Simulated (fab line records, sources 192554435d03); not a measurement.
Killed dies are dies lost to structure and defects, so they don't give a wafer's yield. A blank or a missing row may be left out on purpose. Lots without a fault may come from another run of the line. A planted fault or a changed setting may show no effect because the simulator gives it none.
Chamber matching | flow n5_finfet | N5_BEOL_M15_ETCH_57 on rie_diel-05: 4 sister chambers
The step etches SOC in N2/H2, time 750 s. 4 wafers are shown with their chamber, then 10 later ones without.

WAFERS WITH THEIR CHAMBER
wafer  | chamber | throttle_valve_pct (%)
L081.1 | 0       | 18.18
L084.6 | 3       | 17.34
L085.4 | 2       | 18.13
L085.5 | 1       | 17.78

WAFERS WITHOUT THEIR CHAMBER
wafer  | throttle_valve_pct (%)
L085.6 | 18.22
L086.1 | 18.16
L086.4 | 17.77
L086.5 | 18.22
L092.1 | 18.23
L092.2 | 17.78
L092.5 | 18.18
L090.2 | 17.38
L090.3 | 17.81
L090.4 | 17.39

WHICH CHAMBER EACH WENT THROUGH
wafer  | from the rows above     | in truth
L085.6 | can't be placed: 0 or 2 | 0
L086.1 | can't be placed: 0 or 2 | 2
L086.4 | 1                       | 1
L086.5 | can't be placed: 0 or 2 | 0
L092.1 | can't be placed: 0 or 2 | 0
L092.2 | 1                       | 1
L092.5 | can't be placed: 0 or 2 | 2
L090.2 | 3                       | 3
L090.3 | 1                       | 1
L090.4 | 3                       | 3
Placed correctly: 5 of 10. Can't be placed from these rows: 5 (the true chamber is among the candidates in 5). Placed wrongly: 0.
How it was worked out, from the rows above alone: a wafer's distance from a chamber is the root of the sum, over the readings, of the square of ((its reading less the chamber's mean) divided by the reading's scatter). The wafer belongs to the nearest chamber; if the next one is less than 2 further off, it can't be placed. A chamber's mean is the mean of its shown wafers. The scatter: with one shown wafer a chamber, the root of the mean of the squares of how far each hidden wafer lies from its nearest shown one.
